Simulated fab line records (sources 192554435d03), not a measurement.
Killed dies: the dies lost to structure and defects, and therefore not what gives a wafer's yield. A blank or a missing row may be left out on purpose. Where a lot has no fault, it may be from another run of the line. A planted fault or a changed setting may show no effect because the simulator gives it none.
Chamber matching | flow n5_finfet | 4 sister chambers for N5_BEOL_M11_ETCH_61 on rie_diel-04
The step etches SiARC in CF4, target depth 39 nm, time 65 s. 22 wafers are shown with their chamber, then 11 later ones without.

## WAFERS WITH THEIR CHAMBER
wafer  | chamber | drypump_motor_current_A (A) | throttle_valve_pct (%) | showerhead_plenum_p_Torr (Torr)
L075.2 | 0       | 6.1                         | 15.22                  | 2.16
L075.3 | 1       | 6.3                         | 15.65                  | 2.22
L075.5 | 3       | 5.3                         | 15.95                  | 2.20
L077.1 | 3       | 5.4                         | 15.96                  | 2.20
L077.2 | 0       | 6.1                         | 15.23                  | 2.16
L077.5 | 2       | 6.4                         | 15.47                  | 2.18
L078.1 | 0       | 6.1                         | 15.24                  | 2.16
L078.4 | 1       | 6.3                         | 15.68                  | 2.22
L078.6 | 2       | 6.4                         | 15.45                  | 2.18
L079.2 | 0       | 6.1                         | 15.25                  | 2.16
L079.3 | 1       | 6.3                         | 15.68                  | 2.22
L079.4 | 3       | 5.3                         | 15.97                  | 2.20
L086.3 | 1       | 6.3                         | 15.68                  | 2.22
L086.4 | 3       | 5.3                         | 15.99                  | 2.19
L086.5 | 0       | 6.1                         | 15.25                  | 2.16
L090.2 | 2       | 6.4                         | 15.48                  | 2.17
L090.4 | 1       | 6.3                         | 15.71                  | 2.22
L090.6 | 2       | 6.4                         | 15.47                  | 2.17
L087.1 | 3       | 5.3                         | 16.01                  | 2.19
L087.4 | 1       | 6.3                         | 15.68                  | 2.22
L087.5 | 3       | 5.3                         | 15.99                  | 2.19
L088.1 | 2       | 6.4                         | 15.49                  | 2.17

SIGNATURES (averages over the wafers above)
reading                  | chamber 0 | chamber 1 | chamber 2 | chamber 3 | scatter within a chamber
drypump_motor_current_A  | 6.100     | 6.300     | 6.400     | 5.317     | 0.0215
throttle_valve_pct       | 15.2380   | 15.6800   | 15.4720   | 15.9783   | 0.018
showerhead_plenum_p_Torr | 2.1600    | 2.2200    | 2.1740    | 2.1950    | 0.00387
Rule: a wafer lies at a distance from a chamber equal to the root of the sum of squares, over the readings, of (its reading less the chamber's mean, divided by the reading's scatter). If the next closest chamber is less than 2 further off than the closest, the wafer can't be placed; otherwise it belongs to the closest. The scatter is the square root of a quotient: the sum, over the shown wafers, of each reading's squared deviation from its chamber's mean, divided by wafers minus chambers.

## WAFERS WITH NO CHAMBER GIVEN
wafer  | drypump_motor_current_A (A) | throttle_valve_pct (%) | showerhead_plenum_p_Torr (Torr)
L088.3 | 5.3                         | 16.01                  | 2.19
L088.6 | 5.3                         | 15.99                  | 2.19
L091.1 | 5.3                         | 16.01                  | 2.19
L091.5 | 5.3                         | 16.00                  | 2.19
L091.6 | 6.1                         | 15.29                  | 2.15
L093.2 | 6.3                         | 15.50                  | 2.17
L093.4 | 6.1                         | 15.28                  | 2.15
L093.5 | 5.3                         | 16.01                  | 2.19
L095.1 | 6.3                         | 15.72                  | 2.21
L095.4 | 6.5                         | 15.51                  | 2.17
L095.5 | 6.4                         | 15.50                  | 2.17

## WHICH CHAMBER EACH WENT THROUGH
wafer  | from the rows above | in truth
L088.3 | 3                   | 3
L088.6 | 3                   | 3
L091.1 | 3                   | 3
L091.5 | 3                   | 3
L091.6 | 0                   | 0
L093.2 | 2                   | 2
L093.4 | 0                   | 0
L093.5 | 3                   | 3
L095.1 | 1                   | 1
L095.4 | 2                   | 2
L095.5 | 2                   | 2
Correctly placed: 11 of 11. Not placeable from these rows: 0. Wrongly placed: 0.
